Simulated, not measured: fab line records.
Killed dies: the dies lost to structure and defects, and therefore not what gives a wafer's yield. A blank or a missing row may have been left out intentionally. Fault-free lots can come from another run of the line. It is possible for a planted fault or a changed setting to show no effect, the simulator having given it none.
fab line records / flow n5_finfet
[record] lots = 7 wafers = 21
route steps=1938 shown PASSIVATION@1930
start_h: hours from the record's opening day to when the first of the lot's shown wafers began / wait_h: hours elapsed since this lot's preceding step / " same as the row above / L1.1+2: one row covering several wafers at once / - value missing, or start not given / * or withheld: withheld / < > ~ a bound
route shown NAME@n: a module of which the file shows steps, and the number in the route of the first / usual: mean and standard deviation over wafers with no fault / same: alike in all rows / chamber/n: place in a boat / sites: readings site by site / _std_site: the standard deviation of these / _edge_site: outer sites' mean less inner sites' / radius_mm: how far each site lies from the wafer's centre / mask NAME#n: copy n / behind: tool/chamber where the wafer was last shaped / hold: the reason the lot was held/the length of the hold in hours/how it ended / device: which transistor (n, p or np) failed to switch / end of line: the route-end tests of the same wafers / a step without rows: its recipe alone / killed: dies lost to structure and defects at the first sort, not the wafer's yield / map: dies across one wafer; x = killed, . = not, _ = none there
set.NAME: the setting as run; set.NAME@STEP: as run at that earlier step / model.NAME: the simulator's own value behind a step, which no gauge read
lots with deliberately changed settings; one table per step, one row per wafer
[[steps]]
[step N5_PASSIVATION_ETCH_54]
[recipe] chemistry = CHF3/O2 target = SiO2 target_depth_a = 8800 CHF3_flow_sccm = 50 O2_flow_sccm = 5 Ar_flow_sccm = 200 time_s = 440 mask_material = PR pressure_mtorr = 30 source_w = 650 bias_w = 170 ion_energy_ev = 200
[usual] rf_vpp_V = 530/7.6
lot.wafer=L074.1 tool=rie_diel-01 chamber=1 start_h=267.79 wait_h=0.1 set.source_w=650 rf_vpp_V=524
lot.wafer=L074.5 tool=rie_diel-01 chamber=3 start_h=267.79 wait_h=0.1 set.source_w=542.5 rf_vpp_V=582
lot.wafer=L074.6 tool=rie_diel-01 chamber=2 start_h=267.79 wait_h=0.1 set.source_w=650 rf_vpp_V=519
lot.wafer=L075.2 tool=rie_diel-05 chamber=0 start_h=271.87 wait_h=0.1 set.source_w=650 rf_vpp_V=525
lot.wafer=L075.5 tool=rie_diel-05 chamber=1 start_h=271.87 wait_h=0.1 set.source_w=587.8 rf_vpp_V=571
lot.wafer=L075.6 tool=rie_diel-05 chamber=3 start_h=271.87 wait_h=0.1 set.source_w=650 rf_vpp_V=524
lot.wafer=L076.3 tool=rie_diel-05 chamber=2 start_h=295.14 wait_h=0.1 set.source_w=650 rf_vpp_V=538
lot.wafer=L076.4 tool=rie_diel-05 chamber=1 start_h=295.14 wait_h=0.1 set.source_w=650 rf_vpp_V=545
lot.wafer=L076.5 tool=rie_diel-05 chamber=2 start_h=295.14 wait_h=0.1 set.source_w=602 rf_vpp_V=559
lot.wafer=L083.1 tool=rie_diel-01 chamber=2 start_h=322.70 wait_h=0.1 set.source_w=687.3 rf_vpp_V=508
lot.wafer=L083.4 tool=rie_diel-01 chamber=0 start_h=322.70 wait_h=0.1 set.source_w=650 rf_vpp_V=537
lot.wafer=L083.5 tool=rie_diel-01 chamber=2 start_h=322.70 wait_h=0.1 set.source_w=650 rf_vpp_V=520
lot.wafer=L091.3 tool=rie_diel-05 chamber=0 start_h=385.37 wait_h=0.1 set.source_w=650 rf_vpp_V=525
lot.wafer=L091.4 tool=rie_diel-05 chamber=2 start_h=385.37 wait_h=0.1 set.source_w=650 rf_vpp_V=538
lot.wafer=L091.5 tool=rie_diel-05 chamber=2 start_h=385.37 wait_h=0.1 set.source_w=650 rf_vpp_V=539
lot.wafer=L094.1 tool=rie_diel-01 chamber=0 start_h=391.67 wait_h=0.1 set.source_w=571.4 rf_vpp_V=573
lot.wafer=L094.2 tool=rie_diel-01 chamber=2 start_h=391.67 wait_h=0.1 set.source_w=571.4 rf_vpp_V=553
lot.wafer=L094.3 tool=rie_diel-01 chamber=3 start_h=391.67 wait_h=0.1 set.source_w=650 rf_vpp_V=531
lot.wafer=L093.2 tool=rie_diel-06 chamber=0 start_h=392.20 wait_h=0.1 set.source_w=650 rf_vpp_V=532
lot.wafer=L093.3 tool=rie_diel-06 chamber=1 start_h=392.20 wait_h=0.1 set.source_w=650 rf_vpp_V=519
lot.wafer=L093.4 tool=rie_diel-06 chamber=2 start_h=392.20 wait_h=0.1 set.source_w=650 rf_vpp_V=531
[[key]]
[split] step = N5_PASSIVATION_ETCH_54 setting = source_w stated = 650 by = wafer
[response] step = N5_PASSIVATION_ETCH_54 reading = rf_vpp_V change = -3.48 per = 1% r = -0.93
